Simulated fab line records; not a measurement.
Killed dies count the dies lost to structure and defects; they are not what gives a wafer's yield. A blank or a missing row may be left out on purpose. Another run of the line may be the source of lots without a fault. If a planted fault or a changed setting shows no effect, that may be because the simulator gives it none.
A struck lot beside a sound one :: flow n5Finfet :: 15 out of 1938 route steps
Sound: wafers L352.2, L352.3, L352.6. Struck: wafers L338.1, L338.4, L338.6. The cause comes at the end.
Per side, at each step with rows, come the tool, then ch with its chambers, and then its first start. Under that, the readings that differ: sound wafers :: struck wafers :: difference of the means :: sigmas: that difference in standard deviations of wafers without a fault.
alike: a reading whose means differ by less than 2 such deviations, as well as words and numbers matching on both sides. not compared: withheld readings; readings where some wafer has no value; bounds like >300 that might hide an equal value; numbers whose values overlap and for which the record gives no deviation.
Wherever a step has rows on one side only, a row that says differs or no value, or a row with sigmas, the two part there. When numbers do not overlap yet have no deviation, they are printed without sigmas and do not part them. A reading missing from all wafers of one side parts the sides only when that side holds two or more wafers.

first, 2 steps without rows for these wafers: N5_BEOL_M15_STRIP_36 (strips in O2); N5_BEOL_M15_STRIP_62 (strips in O2).
N5_BEOL_M15_STRIP_37: strips in O2.
  sound: rieDiel-01 ch 0,1,3; struck: rieDiel-02 ch 1,2,3
  alike: drypumpMotorCurrentA, oesProductAu, rfVppV, showerheadPlenumPTorr, tempC, throttleValvePct
  not compared: rfHoursCounterH
N5_BEOL_M15_ETCH_38: etches SiCN in CF4/N2, target depth 106.4 nm, time 120.5 s.
  sound: rieDiel-01 ch 0,1,3; struck: rieDiel-02 ch 1,2,3
  alike: drypumpMotorCurrentA, mfcArSccm, oesProductAu, rfFwdPowerW, rfVppV, showerheadPlenumPTorr, throttleValvePct
  not compared: rfHoursCounterH
then, 3 steps without rows for these wafers: N5_BEOL_M15_PRECLEAN_39 (cleans in residue remover, time 60 s); N5_BEOL_M15_SRD_40 (time 30 s, dry time 30 s); N5_BEOL_M15_DEGAS_41 (time 60 s).
N5_BEOL_M15_PRE_CLEAN_42: time 30 s.
  struck on pvdSputter-01, day 12 02:57; sound on pvdSputter-03, day 16 04:31
  alike: heaterPowerW
N5_BEOL_M15_SPUTTER_43: material TaN, target thk 15 nm, time 24.19 s.
  struck on pvdSputter-01, day 12 02:59; sound on pvdSputter-03, day 16 04:34
reading: biasV (V)
sound: 170.4 164.1 166.7
struck: 170.6 168.1 174.3
difference: +3.9
sigmas: +2
  alike: cathodeDcPowerW, throttleValvePct
then, 3 steps without rows for these wafers: N5_BEOL_M15_SPUTTER_44 (material Ta, target thk 15 nm, time 24.19 s); N5_BEOL_M15_SPUTTER_45 (material Cu, target thk 100 nm, time 16.67 s); N5_BEOL_M15_ECD_47 (material Cu, target thk 1860 nm).
N5_BEOL_M15_ANNEAL_48: time 90 s.
  sound on rtpAnneal-01 ch 0, day 16 05:08; struck on rtpAnneal-02 ch 0, day 12 04:34
reading: wafer_temp_C_max
sound: 225.61 225.59 226.00
struck: 221.39 221.92 221.70
difference: -4.06
sigmas: -16
N5_BEOL_M15_CMP_49: polishes, stops on SiO2, t overpolish 4.9 s, target thk 850 nm.
  sound on cmp-03 ch 0,2, day 16 05:43; struck on cmp-02 ch 0,1, day 12 04:52
  alike: barrierFieldEndpointS, clearingPlatenRpm, motorCurrentA, overpolishRunS
N5_PASSIVATION_PROBE_49:
  the record has rows for the struck wafers here (prober-01, day 12 20:50) and none for the sound ones

WHERE THEY PART
At N5_BEOL_M15_SPUTTER_43 first; at N5_PASSIVATION_PROBE_49 last (within this record only).

WHY: what the simulator had put in
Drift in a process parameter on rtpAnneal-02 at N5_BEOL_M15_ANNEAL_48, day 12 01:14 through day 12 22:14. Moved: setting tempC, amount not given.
